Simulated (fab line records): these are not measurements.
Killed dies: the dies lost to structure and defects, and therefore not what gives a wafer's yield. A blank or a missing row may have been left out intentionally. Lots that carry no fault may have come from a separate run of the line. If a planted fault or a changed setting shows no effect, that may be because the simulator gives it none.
Chamber matching + flow n5Finfet + rieDiel-06 running N5_BEOL_M13_VIA_ETCH_16: 4 sister chambers
The step etches SiOC in C4F8/O2/Ar, target depth 921.7 nm. 8 wafers are shown with their chamber, then 7 later ones without.

WAFERS, EACH WITH ITS CHAMBER
| wafer  | chamber | showerheadPlenumPTorr (Torr) | drypumpMotorCurrentA (A) |
|--------|---------|------------------------------|--------------------------|
| L075.2 | 1       | 3.35                         | 5.30                     |
| L075.3 | 3       | 3.62                         | 5.92                     |
| L087.5 | 0       | 3.39                         | 5.80                     |
| L087.6 | 3       | 3.61                         | 5.90                     |
| L089.3 | 1       | 3.35                         | 5.35                     |
| L089.4 | 0       | 3.38                         | 5.80                     |
| L090.3 | 2       | 3.49                         | 5.41                     |
| L090.5 | 2       | 3.49                         | 5.42                     |

WAFERS WHOSE CHAMBER IS MISSING
| wafer  | showerheadPlenumPTorr (Torr) | drypumpMotorCurrentA (A) |
|--------|------------------------------|--------------------------|
| L090.6 | 3.38                         | 5.80                     |
| L093.1 | 3.38                         | 5.79                     |
| L093.4 | 3.60                         | 5.89                     |
| L093.6 | 3.49                         | 5.42                     |
| L096.1 | 3.34                         | 5.32                     |
| L096.4 | 3.38                         | 5.82                     |
| L096.6 | 3.34                         | 5.33                     |

CHAMBER TAKEN BY EACH
| wafer  | from the rows above | in truth |
|--------|---------------------|----------|
| L090.6 | 0                   | 0        |
| L093.1 | 0                   | 0        |
| L093.4 | 3                   | 3        |
| L093.6 | 2                   | 2        |
| L096.1 | 1                   | 1        |
| L096.4 | 0                   | 0        |
| L096.6 | 1                   | 1        |
Correctly placed: 7 of 7. Number that these rows cannot place: 0. Wrongly placed: 0.
How it was worked out, from the rows above alone: a wafer's distance from a chamber is the root of the sum, over the readings, of the square of ((its reading less the chamber's mean) divided by the reading's scatter). If the next closest chamber is less than 2 further off than the closest, the wafer can't be placed; otherwise it belongs to the closest. The mean given for a chamber averages the wafers shown for that chamber. How the scatter is found: for the shown wafers, subtract from each reading the mean of its chamber, square and add these, divide the total by (wafers less chambers), then take the root.
